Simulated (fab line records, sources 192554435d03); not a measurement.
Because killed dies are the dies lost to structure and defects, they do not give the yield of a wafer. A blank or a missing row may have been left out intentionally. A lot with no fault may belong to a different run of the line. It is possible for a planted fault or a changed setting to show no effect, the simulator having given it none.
One fault through the eyes of 3 desks	flow n5-finfet	each desk holds nothing but its own numbers, with what lay behind them at the end

THE DEFECT DESK
Lot by lot, what the route's inspections counted, given as the mean of those sampled wafers with a number. Any lot whose mean is over 4 standard deviations away from the usual mean is out of limits and marked OUT; that distance is given in the brackets.
Columns: A = raw-defect-count at N5_BEOL_M4_INSPECT_30, usual 383
lot	first seen here	A
L171	day 7 19:36	306
L174	day 8 04:48	293
L180	day 9 21:29	426
L193	day 13 13:59	624
L194	day 13 16:25	400
Result from this desk: across the 5 lots, nothing is out of limits.

FOR THE TOOL OWNER'S DESK: rie-diel-05
The tool's own readings at N5_BEOL_M4_DESCUM_33 (chemistry O2, time 7 s): means of the sampled wafers that have a number, for each lot that ran on this tool. Any lot whose mean is over 4 standard deviations away from the usual mean is out of limits and marked OUT; that distance is given in the brackets.
Columns: A = drypump-motor-current-A at N5_BEOL_M4_DESCUM_33, usual 5.8 A; B = oes-product-au at N5_BEOL_M4_DESCUM_33, usual 0.78 a.u.; C = rf-vpp-V at N5_BEOL_M4_DESCUM_33, usual 242.6 V; D = showerhead-plenum-p-Torr at N5_BEOL_M4_DESCUM_33, usual 2.06 Torr; E = throttle-valve-pct at N5_BEOL_M4_DESCUM_33, usual 20.40 %
lot	first seen here	A	B	C	D	E
L171	day 7 19:38	5.5	0.81	242.6	2.07	20.18
L180	day 9 21:33	6.3	0.73	243.0	2.04	20.45
Result from this desk: across the 2 lots, nothing is out of limits.

FROM THE METROLOGY DESK
What the gauges read, lot by lot, whatever tool the lot ran on: means of the sampled wafers that have a number. Any lot whose mean is over 4 standard deviations away from the usual mean is out of limits and marked OUT; that distance is given in the brackets. Readings shown: 7 of its 12, picked as those furthest out on some lot.
Columns: A = cd-nm at N5_BEOL_M4_CD_MEAS_28, usual 26.11 nm; B = V3_OVL at N5_BEOL_M4_OVL_MEAS_29, usual -0.8 nm; C = DIBL_P at N5_BEOL_M4_RC_MEAS_101, usual 36.0 mV/V; D = ION_P at N5_BEOL_M4_RC_MEAS_101, usual 464 uA/um; E = SS_N at N5_BEOL_M4_RC_MEAS_101, usual 71.5 mV/dec; F = SS_P at N5_BEOL_M4_RC_MEAS_101, usual 73.2 mV/dec; G = VT_P at N5_BEOL_M4_RC_MEAS_101, usual -250 mV
lot	first seen here	A	B	C	D	E	F	G
L171	day 7 19:31	26.11	-0.0	35.2	476	71.5	73.3	-247
L174	day 8 04:43	26.47	-1.6	36.2	461	71.8	73.5	-251
L180	day 9 21:23	26.04	-0.1	38.5	466	71.7	73.9	-246
L193	day 13 13:54	26.43	-0.9	38.0	476	72.3	73.7	-247
L194	day 13 16:19	25.96	-0.9	36.3	461	71.9	73.1	-251
Result from this desk: across the 5 lots, nothing is out of limits.

TAKEN TOGETHER
The defect desk saw nothing out of limits.
Nothing out of limits was seen by the tool owner's desk.
Nothing out of limits was seen by the metrology desk.

WHAT THE SIMULATOR HAD INSERTED
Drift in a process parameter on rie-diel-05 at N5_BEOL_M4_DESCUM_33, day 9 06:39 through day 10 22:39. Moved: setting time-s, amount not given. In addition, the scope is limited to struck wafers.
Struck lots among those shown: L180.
